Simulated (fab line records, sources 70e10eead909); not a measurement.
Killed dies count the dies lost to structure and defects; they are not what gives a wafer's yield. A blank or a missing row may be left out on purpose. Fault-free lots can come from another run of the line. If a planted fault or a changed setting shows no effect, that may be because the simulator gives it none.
fab line records ; flow nand_harc ; part 1 of 2: steps 1 to 28 of 43
[record] lots = 5; wafers = 15; last_day = 27
route steps=1159 shown A_M1@1027 A_BONDPAD@1059
lots that met no fault: from a run of the same line without faults
start_h: hours from the record's opening day to when the first of the lot's shown wafers began ; wait_h: hours from the lot's prior step to this one ; " as in the row above ; L1.1+2: a row that stands for several wafers ; - no value, or no start was given ; * or withheld: withheld ; < > ~ a bound
route shown NAME@n: NAME is a module with steps in the file, n the number in the route of the first one ; usual: mean and standard deviation over wafers with no fault ; same: alike in all rows ; chamber/n: place in a boat ; sites: readings site by site ; _std_site: the standard deviation of these ; _edge_site: outer sites' mean less inner sites' ; radius_mm: for every site, how far away it sits from the centre of the wafer ; mask NAME#n: copy n ; behind: the last tool/chamber to shape the wafer ; hold: reason for holding the lot/hours on hold/outcome of the hold ; device: the n, p or np transistor that did not switch ; end of line: at the end of the route, the tests of the same wafers ; step lacking rows: just its recipe ; killed: not the wafer's yield, but the dies lost to structure and defects at the first sort ; map: dies across one wafer; x = killed, . = not, _ = none there
set.NAME: the setting the step ran with; set.NAME@STEP: the setting that earlier step ran with ; model.NAME: the simulator's own value behind a step, which no gauge read
certain route steps with their lots: each step a table, each wafer a row
services: a tool's chamber out of use, with start hour (start_h, from the record's first day; less than 0 if before it), hours out, and reason
[[steps]]
[step NHARC_A_M1_DEHYDRATE_01]
[recipe] temp_c = 150; time_s = 120
lot.wafer;tool;chamber;start_h;wait_h
L077.2+3+5;litho_track-06;0;528.60;-
L079.1+2+3;litho_track-04;0;552.58;-
L087.3+4+5;litho_track-01;0;559.08;-
L095.1+3+6;litho_track-04;0;589.89;-
L086.2+4+6;litho_track-04;0;605.42;-
[step NHARC_A_M1_HMDS_02]
[recipe] time_s = 30
lot.wafer;tool;chamber;start_h;wait_h
L077.2+3+5;litho_track-06;0;-;-
L079.1+2+3;litho_track-04;0;-;-
L087.3+4+5;litho_track-01;0;-;-
L095.1+3+6;litho_track-04;0;-;-
L086.2+4+6;litho_track-04;0;-;-
[step NHARC_A_M1_COAT_34]
[recipe] temp_c = 200; time_s = 65
lot.wafer;tool;chamber;start_h;wait_h
L077.2+3+5;litho_track-06;0;-;-
L079.1+2+3;litho_track-04;0;-;-
L087.3+4+5;litho_track-01;0;-;-
L095.1+3+6;litho_track-04;0;-;-
L086.2+4+6;litho_track-04;0;-;-
[step NHARC_A_M1_COAT_03]
[recipe] spin_rpm = 1500; resist_thk_nm = 90
lot.wafer;tool;chamber;start_h;wait_h
L077.2+3+5;litho_track-06;0;-;-
L079.1+2+3;litho_track-04;0;-;-
L087.3+4+5;litho_track-01;0;-;-
L095.1+3+6;litho_track-04;0;-;-
L086.2+4+6;litho_track-04;0;-;-
[step NHARC_A_M1_SOFTBAKE_04]
[recipe] temp_c = 105; time_s = 55
lot.wafer;tool;chamber;start_h;wait_h
L077.2+3+5;litho_track-06;0;-;-
L079.1+2+3;litho_track-04;0;-;-
L087.3+4+5;litho_track-01;0;-;-
L095.1+3+6;litho_track-04;0;-;-
L086.2+4+6;litho_track-04;0;-;-
[step NHARC_A_M1_EBR_05]
lot.wafer;tool;chamber;start_h;wait_h
L077.2+3+5;litho_track-06;0;-;-
L079.1+2+3;litho_track-04;0;-;-
L087.3+4+5;litho_track-01;0;-;-
L095.1+3+6;litho_track-04;0;-;-
L086.2+4+6;litho_track-04;0;-;-
[step NHARC_A_M1_EXPOSE_06]
[recipe] na = 1.35; target_cd_nm = 120; dose_mj = 75.13; mask_id = A_M1
lot.wafer;tool;chamber;start_h;wait_h;mask
L077.2+3+5;arfi_scanner-01;0;528.76;-;A_M1#0
L079.1+2+3;arfi_scanner-03;0;552.76;-;A_M1#0
L087.3+4+5;arfi_scanner-03;0;559.37;-;A_M1#0
L095.1+3+6;arfi_scanner-02;0;590.18;-;A_M1#0
L086.2+4+6;arfi_scanner-02;0;605.58;-;A_M1#0
[step NHARC_A_M1_PEB_07]
[recipe] peb_temp_c = 100; peb_time_s = 65
[same] peb_time_s = 65
lot.wafer;tool;chamber;start_h;wait_h
L077.2+3+5;litho_track-01;0;528.82;0.1
L079.1+2+3;litho_track-06;0;552.82;0.1
L087.3+4+5;litho_track-06;0;559.43;0.0
L095.1+3+6;litho_track-01;0;590.24;0.1
L086.2+4+6;litho_track-01;0;605.64;0.1
[step NHARC_A_M1_DEVELOP_08]
[recipe] develop_time_s = 35; dev_temp_c = 23
[same] develop_time_s = 35
lot.wafer;tool;chamber;start_h;wait_h
L077.2+3+5;litho_track-01;0;-;-
L079.1+2+3;litho_track-06;0;-;-
L087.3+4+5;litho_track-06;0;-;-
L095.1+3+6;litho_track-01;0;-;-
L086.2+4+6;litho_track-01;0;-;-
[step NHARC_A_M1_CD_MEAS_09]
[recipe] target_cd_nm = 120; landing_energy_ev = 500
[usual] cd_nm = 120.1/0.54
[same] landing_energy_ev = 500
lot.wafer;tool;chamber;start_h;wait_h;cd_nm
L077.2;cd_sem-01;0;528.90;-;120.1
L077.3;cd_sem-01;0;528.90;-;119.2
L077.5;cd_sem-01;0;528.90;-;120.4
L079.1;cd_sem-03;0;552.90;-;119.9
L079.2;cd_sem-03;0;552.90;-;120.8
L079.3;cd_sem-03;0;552.90;-;120.3
L087.3;cd_sem-01;0;559.51;-;120.5
L087.4;cd_sem-01;0;559.51;-;120.1
L087.5;cd_sem-01;0;559.51;-;119.1
L095.1;cd_sem-01;0;590.32;-;120.2
L095.3;cd_sem-01;0;590.32;-;119.6
L095.6;cd_sem-01;0;590.32;-;118.8
L086.2;cd_sem-01;0;605.72;-;120.0
L086.4;cd_sem-01;0;605.72;-;120.6
L086.6;cd_sem-01;0;605.72;-;120.2
[step NHARC_A_M1_OVL_MEAS_10]
[recipe] pitch_nm = 240
[usual] overlay_x_nm = 0.1/0.72; overlay_y_nm = 0.4/0.83
lot.wafer;tool;chamber;start_h;wait_h;overlay_x_nm;overlay_y_nm
L077.2;overlay-02;-;528.99;-;-1.4;-0.6
L077.3;overlay-02;-;528.99;-;-2.1;-0.7
L077.5;overlay-02;-;528.99;-;-1.7;-0.6
L079.1;overlay-02;-;552.99;-;-0.3;-0.4
L079.2;overlay-02;-;552.99;-;0.3;-0.5
L079.3;overlay-02;-;552.99;-;0.0;-0.7
L087.3;overlay-01;-;559.59;-;0.7;0.4
L087.4;overlay-01;-;559.59;-;0.5;0.6
L087.5;overlay-01;-;559.59;-;0.8;0.6
L095.1;overlay-02;-;590.41;-;1.1;0.7
L095.3;overlay-02;-;590.41;-;0.3;0.9
L095.6;overlay-02;-;590.41;-;0.3;0.4
L086.2;overlay-02;-;605.81;-;-1.2;0.6
L086.4;overlay-02;-;605.81;-;-0.9;0.1
L086.6;overlay-02;-;605.81;-;-0.8;0.2
[step NHARC_A_M1_INSPECT_11]
[usual] raw_defect_count = 32/15
lot.wafer;tool;chamber;start_h;wait_h;raw_defect_count
L077.2;defect_inspect-01;-;529.02;0.0;20
L077.3;defect_inspect-01;-;529.02;0.0;22
L077.5;defect_inspect-01;-;529.02;0.0;24
L079.1;defect_inspect-02;-;553.02;0.0;12
L079.2;defect_inspect-02;-;553.02;0.0;19
L079.3;defect_inspect-02;-;553.02;0.0;12
L087.3;defect_inspect-01;-;559.63;0.0;40
L087.4;defect_inspect-01;-;559.63;0.0;45
L087.5;defect_inspect-01;-;559.63;0.0;48
L095.1;defect_inspect-02;-;590.44;0.0;71
L095.3;defect_inspect-02;-;590.44;0.0;73
L095.6;defect_inspect-02;-;590.44;0.0;58
L086.2;defect_inspect-02;-;605.85;0.0;49
L086.4;defect_inspect-02;-;605.85;0.0;46
L086.6;defect_inspect-02;-;605.85;0.0;58
[step NHARC_A_M1_DESCUM_14]
[recipe] time_s = 3; o2_flow_sccm = 200; ar_flow_sccm = 0; bias_power_w = 0; chemistry = O2
[usual] drypump_motor_current_A = 5.6/0.53; oes_product_au = 0.999/0.0097; rf_vpp_V = 57.8/0.98; showerhead_plenum_p_Torr = 1.90/0.1; throttle_valve_pct = 11.311/0.0093
lot.wafer;tool;chamber;start_h;wait_h;drypump_motor_current_A;oes_product_au;rf_hours_counter_h;rf_vpp_V;showerhead_plenum_p_Torr;throttle_valve_pct
L077.3;rie_diel-10;0;529.08;0.1;5.9;1.008;7;59.1;1.92;11.316
L077.2;rie_diel-10;1;529.08;0.1;5.3;1.007;14;58.2;1.98;11.313
L077.5;rie_diel-10;1;529.08;0.1;5.2;0.996;-;59.1;1.98;11.309
L079.2;rie_diel-02;3;553.09;0.1;5.0;0.995;1;58.3;1.82;11.314
L079.3;rie_diel-02;1;553.09;0.1;6.2;0.994;1;59.1;1.98;11.301
L079.1;rie_diel-02;2;553.09;0.1;4.7;0.999;1;58.4;1.85;11.307
L087.3;rie_diel-02;3;559.70;0.1;5.1;1.003;1;57.4;1.82;11.317
L087.4;rie_diel-02;2;559.70;0.1;4.8;1.009;-;58.0;1.85;11.309
L087.5;rie_diel-02;1;559.70;0.1;6.2;0.993;-;59.1;1.98;11.329
L095.3;rie_diel-10;2;590.51;0.1;5.6;0.991;4;59.2;2.02;11.302
L095.1;rie_diel-10;0;590.51;0.1;5.9;1.007;3;57.3;1.92;11.312
L095.6;rie_diel-10;2;590.51;0.1;5.7;0.994;-;57.7;2.02;11.288
L086.2;rie_diel-13;2;605.91;0.1;5.8;1.015;9;57.9;2.04;11.307
L086.4;rie_diel-13;0;605.91;0.1;6.3;1.009;8;58.4;1.78;11.325
L086.6;rie_diel-13;2;605.91;0.1;5.7;1.017;-;58.4;2.04;11.275
[step NHARC_A_M1_ETCH_35]
[recipe] target_depth_a = 400; overetch_a = 120; time_s = 43.94; ion_energy_ev = 200; n2_flow_sccm = 150; h2_flow_sccm = 150; ar_flow_sccm = 0; rf_w = 400; bias_w = 150; chemistry = N2/H2
[usual] drypump_motor_current_A = 5.6/0.55; oes_product_au = 0.998/0.01; rf_vpp_V = 430/3.2; showerhead_plenum_p_Torr = 2.02/0.11; throttle_valve_pct = 14.172/0.01
lot.wafer;tool;chamber;start_h;wait_h;drypump_motor_current_A;oes_product_au;rf_hours_counter_h;rf_vpp_V;showerhead_plenum_p_Torr;throttle_valve_pct
L077.3;rie_diel-10;1;529.17;0.1;5.2;0.996;14;432;2.11;14.171
L077.2;rie_diel-10;2;529.17;0.1;5.6;0.979;14;434;2.16;14.162
L077.5;rie_diel-10;0;529.17;0.1;5.9;1.004;-;430;2.05;14.176
L079.3;rie_diel-02;3;553.17;0.1;5.0;0.994;1;428;1.94;14.172
L079.1;rie_diel-02;0;553.17;0.1;5.7;1.023;1;433;2.18;14.173
L079.2;rie_diel-02;1;553.17;0.1;6.3;1.006;1;431;2.11;14.176
L087.3;rie_diel-02;1;559.79;0.1;6.2;0.995;1;431;2.11;14.150
L087.5;rie_diel-02;1;559.79;0.1;6.2;0.991;-;430;2.11;14.180
L087.4;rie_diel-02;3;559.79;0.1;5.1;0.996;-;428;1.94;14.191
L095.1;rie_diel-10;0;590.59;0.1;5.9;1.015;4;431;2.05;14.174
L095.3;rie_diel-10;2;590.59;0.1;5.7;0.982;4;435;2.16;14.159
L095.6;rie_diel-10;0;590.59;0.1;5.9;1.010;-;430;2.05;14.173
L086.4;rie_diel-13;3;606.00;0.1;6.5;1.001;9;429;1.90;14.175
L086.2;rie_diel-13;0;606.00;0.1;6.3;1.000;8;426;1.90;14.188
L086.6;rie_diel-13;3;606.00;0.1;6.5;0.998;-;425;1.90;14.177
[step NHARC_A_M1_ETCH_15]
[recipe] target_depth_a = 1825; time_s = 91.2; c4f8_flow_sccm = withheld; ar_flow_sccm = 400; rf_w = 600; bias_w = 300; chemistry = C4F8/Ar
[usual] oes_product_au = 0.959/0.02; rf_vpp_V = 440/3.2
lot.wafer;tool;chamber;start_h;wait_h;oes_product_au;rf_hours_counter_h;rf_vpp_V
L077.3;rie_diel-10;0;-;-;0.931;7;440
L077.2;rie_diel-10;2;-;-;0.906;14;445
L077.5;rie_diel-10;0;-;-;0.922;-;442
L079.3;rie_diel-02;2;-;-;0.985;1;438
L079.1;rie_diel-02;0;-;-;0.980;1;444
L079.2;rie_diel-02;1;-;-;0.974;1;443
L087.3;rie_diel-02;3;-;-;0.958;1;439
L087.5;rie_diel-02;2;-;-;0.961;-;438
L087.4;rie_diel-02;3;-;-;0.950;-;439
L095.1;rie_diel-10;3;-;-;0.922;4;436
L095.3;rie_diel-10;2;-;-;0.916;4;446
L095.6;rie_diel-10;3;-;-;0.923;-;438
L086.4;rie_diel-13;0;-;-;0.971;8;437
L086.2;rie_diel-13;1;-;-;0.974;8;438
L086.6;rie_diel-13;0;-;-;0.968;-;437
[step NHARC_A_M1_CD_MEAS_16]
[usual] cd_nm = 120.1/0.72
lot.wafer;tool;chamber;start_h;wait_h;cd_nm
L077.2;cd_sem-01;-;529.39;-;120.7
L077.3;cd_sem-01;-;529.39;-;119.2
L077.5;cd_sem-01;-;529.39;-;120.2
L079.1;cd_sem-03;-;553.39;-;120.2
L079.2;cd_sem-03;-;553.39;-;119.6
L079.3;cd_sem-03;-;553.39;-;119.5
L087.3;cd_sem-02;-;560.05;-;119.6
L087.4;cd_sem-02;-;560.05;-;119.5
L087.5;cd_sem-02;-;560.05;-;118.3
L095.1;cd_sem-02;-;590.81;-;119.8
L095.3;cd_sem-02;-;590.81;-;119.9
L095.6;cd_sem-02;-;590.81;-;118.9
L086.2;cd_sem-01;-;606.21;-;120.9
L086.4;cd_sem-01;-;606.21;-;120.9
L086.6;cd_sem-01;-;606.21;-;120.2
[step NHARC_A_M1_STRIP_18]
[recipe] power_w = 1000; n2_flow_sccm = 150; h2_flow_sccm = 150; ar_flow_sccm = 0; bias_w = 0; chemistry = N2/H2
[usual] drypump_motor_current_A = 5.5/0.54; oes_product_au = 1.002/0.011; rf_vpp_V = 90.7/1.1; showerhead_plenum_p_Torr = 2.03/0.11; throttle_valve_pct = 14.172/0.0093
lot.wafer;tool;chamber;start_h;wait_h;drypump_motor_current_A;oes_product_au;rf_hours_counter_h;rf_vpp_V;showerhead_plenum_p_Torr;throttle_valve_pct
L077.3;rie_diel-13;2;529.46;0.1;5.7;1.000;2.8;92.2;2.18;14.169
L077.2;rie_diel-13;1;529.46;0.1;5.1;0.992;2.1;89.2;1.92;14.175
L077.5;rie_diel-13;3;529.46;0.1;6.5;0.996;-;89.2;1.90;14.168
L079.2;rie_diel-10;2;553.47;0.1;5.7;1.001;1.5;92.7;2.16;14.186
L079.1;rie_diel-10;3;553.47;0.1;4.8;0.986;1.3;90.7;1.89;14.182
L079.3;rie_diel-10;0;553.47;0.1;5.9;1.010;1.0;90.0;2.05;14.173
L087.4;rie_diel-13;0;560.14;0.1;6.3;1.008;5.4;89.8;1.90;14.169
L087.3;rie_diel-13;1;560.14;0.1;5.1;0.997;4.8;90.1;1.92;14.168
L087.5;rie_diel-13;0;560.14;0.1;6.2;0.997;-;90.3;1.90;14.192
L095.1;rie_diel-13;1;590.92;0.1;5.0;1.013;6.8;90.8;1.92;14.172
L095.3;rie_diel-13;2;590.92;0.1;5.8;1.010;8.1;90.3;2.18;14.197
L095.6;rie_diel-13;0;590.92;0.1;6.2;1.006;-;88.9;1.90;14.167
L086.2;rie_diel-13;2;606.29;0.1;5.7;1.005;9.1;92.2;2.18;14.175
L086.4;rie_diel-13;3;606.29;0.1;6.4;0.998;9.2;89.8;1.90;14.185
L086.6;rie_diel-13;3;606.29;0.1;6.5;0.990;-;89.3;1.90;14.170
[step NHARC_A_M1_ETCH_28]
[recipe] target_depth_a = 300; over_etch_frac = 0.3; time_s = 72.99; ion_energy_ev = 150; cf4_flow_sccm = 50; n2_flow_sccm = 100; ar_flow_sccm = 150; rf_w = 300; bias_w = 100; chemistry = CF4/N2
[usual] drypump_motor_current_A = 5.5/0.53; oes_product_au = 1.002/0.011; rf_vpp_V = 314.1/2.4; showerhead_plenum_p_Torr = 2.61/0.14; throttle_valve_pct = 19.794/0.0086
lot.wafer;tool;chamber;start_h;wait_h;drypump_motor_current_A;oes_product_au;rf_hours_counter_h;rf_vpp_V;showerhead_plenum_p_Torr;throttle_valve_pct
L077.3;rie_diel-13;2;-;-;5.8;0.992;2.9;316.9;2.79;19.790
L077.2;rie_diel-13;0;-;-;6.3;0.999;2.8;312.1;2.46;19.799
L077.5;rie_diel-13;3;-;-;6.5;0.991;-;311.4;2.46;19.782
L079.3;rie_diel-10;2;-;-;5.6;0.997;1.6;314.7;2.77;19.788
L079.1;rie_diel-10;3;-;-;4.8;0.974;1.3;311.4;2.45;19.799
L079.2;rie_diel-10;0;-;-;5.9;0.998;1.1;314.5;2.64;19.796
L087.4;rie_diel-13;3;-;-;6.5;0.983;5.8;311.7;2.46;19.793
L087.3;rie_diel-13;0;-;-;6.2;1.005;5.4;311.9;2.46;19.797
L087.5;rie_diel-13;3;-;-;6.5;0.994;-;310.7;2.46;19.796
L095.3;rie_diel-13;1;-;-;5.1;0.997;6.9;312.3;2.48;19.810
L095.1;rie_diel-13;0;-;-;6.3;1.000;7.3;310.8;2.46;19.795
L095.6;rie_diel-13;2;-;-;5.7;1.004;-;317.3;2.79;19.795
L086.2;rie_diel-13;0;-;-;6.3;0.997;8.1;311.7;2.46;19.786
L086.4;rie_diel-13;1;-;-;5.1;1.004;7.6;312.0;2.48;19.779
L086.6;rie_diel-13;0;-;-;6.3;0.997;-;311.4;2.46;19.774
[step NHARC_A_M1_STRIP_19]
[recipe] time_s = 600; temp_c = 30; chemistry = post_etch_residue_remover
lot.wafer;tool;chamber;start_h;wait_h
L077.2+5+3;wet_bench-10;4,6,7;529.85;-
L079.2+1+3;wet_bench-10;5,6,7;553.84;-
L087.4+3+5;wet_bench-08;5,7,0;560.49;-
L095.3+6+1;wet_bench-10;3,4,5;591.27;-
L086.6+2+4;wet_bench-08;2,6,7;606.66;-
[step NHARC_A_M1_DEGAS_29]
[recipe] temp_c = 250; time_s = 60
[usual] heater_power_w = 340/39
lot.wafer;tool;chamber;start_h;wait_h;heater_power_w
L077.2;pvd_sputter-02;-;530.10;-;433
L077.3;pvd_sputter-02;-;530.10;-;350
L077.5;pvd_sputter-02;-;530.10;-;424
L079.1;pvd_sputter-03;-;554.10;-;326
L079.2;pvd_sputter-03;-;554.10;-;310
L079.3;pvd_sputter-03;-;554.10;-;314
L087.4;pvd_sputter-02;-;560.75;-;324
L087.3;pvd_sputter-02;-;560.75;-;421
L087.5;pvd_sputter-02;-;560.75;-;349
L095.1;pvd_sputter-03;-;591.53;-;305
L095.3;pvd_sputter-03;-;591.53;-;310
L095.6;pvd_sputter-03;-;591.53;-;306
L086.2;pvd_sputter-02;-;606.92;-;425
L086.4;pvd_sputter-02;-;606.92;-;332
L086.6;pvd_sputter-02;-;606.92;-;419
[step NHARC_A_M1_PRE_CLEAN_30]
[recipe] time_s = 30; temp_c = 280; gas = H2/He
[usual] heater_power_w = 415/46
lot.wafer;tool;chamber;start_h;wait_h;heater_power_w
L077.3;pvd_sputter-02;-;-;-;506
L077.2;pvd_sputter-02;-;-;-;425
L077.5;pvd_sputter-02;-;-;-;400
L079.2;pvd_sputter-03;-;-;-;381
L079.1;pvd_sputter-03;-;-;-;382
L079.3;pvd_sputter-03;-;-;-;390
L087.3;pvd_sputter-02;-;-;-;384
L087.4;pvd_sputter-02;-;-;-;435
L087.5;pvd_sputter-02;-;-;-;400
L095.1;pvd_sputter-03;-;-;-;387
L095.3;pvd_sputter-03;-;-;-;378
L095.6;pvd_sputter-03;-;-;-;371
L086.2;pvd_sputter-02;-;-;-;424
L086.4;pvd_sputter-02;-;-;-;398
L086.6;pvd_sputter-02;-;-;-;423
[step NHARC_A_M1_PVD_20]
[recipe] target_thk_a = 50; bias_v = 168.6; power_w = 15000; chamber_pressure_pa = 0.12; time_s = 8.06; substrate_temp_c = 50; material = TaN
[usual] throttle_valve_pct = 29.6/0.81
lot.wafer;tool;chamber;start_h;wait_h;throttle_valve_pct
L077.3;pvd_sputter-02;-;-;-;28.8
L077.2;pvd_sputter-02;-;-;-;30.5
L077.5;pvd_sputter-02;-;-;-;29.5
L079.3;pvd_sputter-03;-;-;-;28.9
L079.1;pvd_sputter-03;-;-;-;30.0
L079.2;pvd_sputter-03;-;-;-;30.2
L087.3;pvd_sputter-02;-;-;-;29.4
L087.4;pvd_sputter-02;-;-;-;29.0
L087.5;pvd_sputter-02;-;-;-;30.6
L095.3;pvd_sputter-03;-;-;-;30.3
L095.1;pvd_sputter-03;-;-;-;28.3
L095.6;pvd_sputter-03;-;-;-;30.1
L086.2;pvd_sputter-02;-;-;-;29.4
L086.4;pvd_sputter-02;-;-;-;28.8
L086.6;pvd_sputter-02;-;-;-;29.5
[step NHARC_A_M1_PVD_21]
[recipe] target_thk_a = 300; chamber_pressure_pa = 5; power_w = 5000; substrate_temp_c = 30; time_s = 20.49; material = Cu
[usual] throttle_valve_pct = 29.5/0.79
lot.wafer;tool;chamber;start_h;wait_h;throttle_valve_pct
L077.2;pvd_sputter-02;-;-;-;30.6
L077.3;pvd_sputter-02;-;-;-;29.1
L077.5;pvd_sputter-02;-;-;-;30.7
L079.3;pvd_sputter-03;-;-;-;28.6
L079.2;pvd_sputter-03;-;-;-;29.9
L079.1;pvd_sputter-03;-;-;-;30.1
L087.4;pvd_sputter-02;-;-;-;29.1
L087.3;pvd_sputter-02;-;-;-;29.3
L087.5;pvd_sputter-02;-;-;-;29.2
L095.3;pvd_sputter-03;-;-;-;29.6
L095.1;pvd_sputter-03;-;-;-;30.4
L095.6;pvd_sputter-03;-;-;-;28.6
L086.2;pvd_sputter-02;-;-;-;29.2
L086.4;pvd_sputter-02;-;-;-;28.6
L086.6;pvd_sputter-02;-;-;-;29.8
[step NHARC_A_M1_ECD_22]
[recipe] target_thk_a = 4000; bath_temp_c = 25; material = Cu
lot.wafer;tool;chamber;start_h;wait_h
L077.2+3+5;ecd_cu-01;0,0,1;530.51;-
L079.1+2+3;ecd_cu-01;1,0,1;554.48;-
L087.3+4+5;ecd_cu-01;0,1,1;561.21;-
L095.1+3+6;ecd_cu-02;0,0,1;591.89;-
L086.2+4+6;ecd_cu-02;0,0,1;607.34;-
[step NHARC_A_M1_ANNEAL_31]
[recipe] temp_c = 225; time_s = 90
[usual] wafer_temp_C_max = 226.1/0.3
lot.wafer;tool;chamber;start_h;wait_h;wafer_temp_C_max
L077.2;rtp_anneal-02;0;530.89;-;226.7
L077.3;rtp_anneal-02;0;530.89;-;226.0
L077.5;rtp_anneal-02;0;530.89;-;225.9
L079.1;rtp_anneal-02;0;554.86;0.3;225.6
L079.2;rtp_anneal-02;0;554.86;0.3;225.7
L079.3;rtp_anneal-02;0;554.86;0.3;225.8
L087.3;rtp_anneal-02;0;561.73;-;225.7
L087.4;rtp_anneal-02;0;561.73;-;226.1
L087.5;rtp_anneal-02;0;561.73;-;225.9
L095.1;rtp_anneal-02;0;592.27;0.3;225.6
L095.3;rtp_anneal-02;0;592.27;0.3;225.9
L095.6;rtp_anneal-02;0;592.27;0.3;225.6
L086.2;rtp_anneal-01;0;607.72;0.3;226.3
L086.4;rtp_anneal-01;0;607.72;0.3;225.9
L086.6;rtp_anneal-01;0;607.72;0.3;226.4
[step NHARC_A_M1_CMP_23]
[recipe] t_overpolish_s = 20; target_thk_nm = 154.34
[usual] edge_zone_pressure_frac = 1.001/0.0051; motor_current_A = 12.1/1.3; time_to_endpoint_s = 28.9/2.3
[same] t_overpolish_s = 20
lot.wafer;tool;chamber;start_h;wait_h;edge_zone_pressure_frac;motor_current_A;time_to_endpoint_s
L077.2;cmp-01;3;531.21;-;1.002;12.8;24.2
L077.3;cmp-01;1;531.21;-;1.001;12.9;26.6
L077.5;cmp-01;2;531.21;-;0.994;11.6;27.5
L079.2;cmp-03;1;555.23;-;1.001;10.5;27.6
L079.3;cmp-03;2;555.23;-;1.002;10.8;29.3
L079.1;cmp-03;3;555.23;-;1.001;14.2;28.4
L087.4;cmp-04;3;561.99;-;0.998;12.5;28.4
L087.3;cmp-04;0;561.99;-;1.003;11.9;31.2
L087.5;cmp-04;3;561.99;-;1.000;12.4;30.6
L095.1;cmp-04;1;592.68;-;0.990;12.3;28.5
L095.3;cmp-04;2;592.68;-;1.011;13.2;27.9
L095.6;cmp-04;0;592.68;-;1.009;11.8;32.0
L086.2;cmp-03;1;608.02;-;1.008;10.5;27.1
L086.4;cmp-03;2;608.02;-;1.002;11.1;28.3
L086.6;cmp-03;2;608.02;-;1.001;10.7;28.6
[step NHARC_A_M1_THK_MEAS_24]
[recipe] thk_meas_gauge = xrf
[usual] thk_nm = 154.3/1.5
lot.wafer;tool;chamber;start_h;wait_h;thk_nm
L077.2;film_metro-02;-;531.50;-;156.0
L077.3;film_metro-02;-;531.50;-;153.5
L077.5;film_metro-02;-;531.50;-;156.0
L079.1;film_metro-02;-;555.52;-;154.0
L079.2;film_metro-02;-;555.52;-;151.5
L079.3;film_metro-02;-;555.52;-;150.8
L087.3;film_metro-01;-;562.29;-;155.7
L087.4;film_metro-01;-;562.29;-;155.3
L087.5;film_metro-01;-;562.29;-;155.6
L095.1;film_metro-01;-;592.93;-;157.2
L095.3;film_metro-01;-;592.93;-;154.9
L095.6;film_metro-01;-;592.93;-;153.7
L086.2;film_metro-01;-;608.34;-;152.6
L086.4;film_metro-01;-;608.34;-;153.7
L086.6;film_metro-01;-;608.34;-;153.0
[step NHARC_A_M1_SRD_25]
lot.wafer;tool;chamber;start_h;wait_h
L077.2+5+3;wet_bench-08;0,2,3;531.54;0.0
L079.1+3+2;wet_bench-08;1,3,4;555.56;0.0
L087.3+5+4;wet_bench-08;3,4,6;562.34;0.0
L095.6+3+1;wet_bench-10;3,5,0;592.98;0.0
L086.2+4+6;wet_bench-08;7,1,2;608.38;0.0
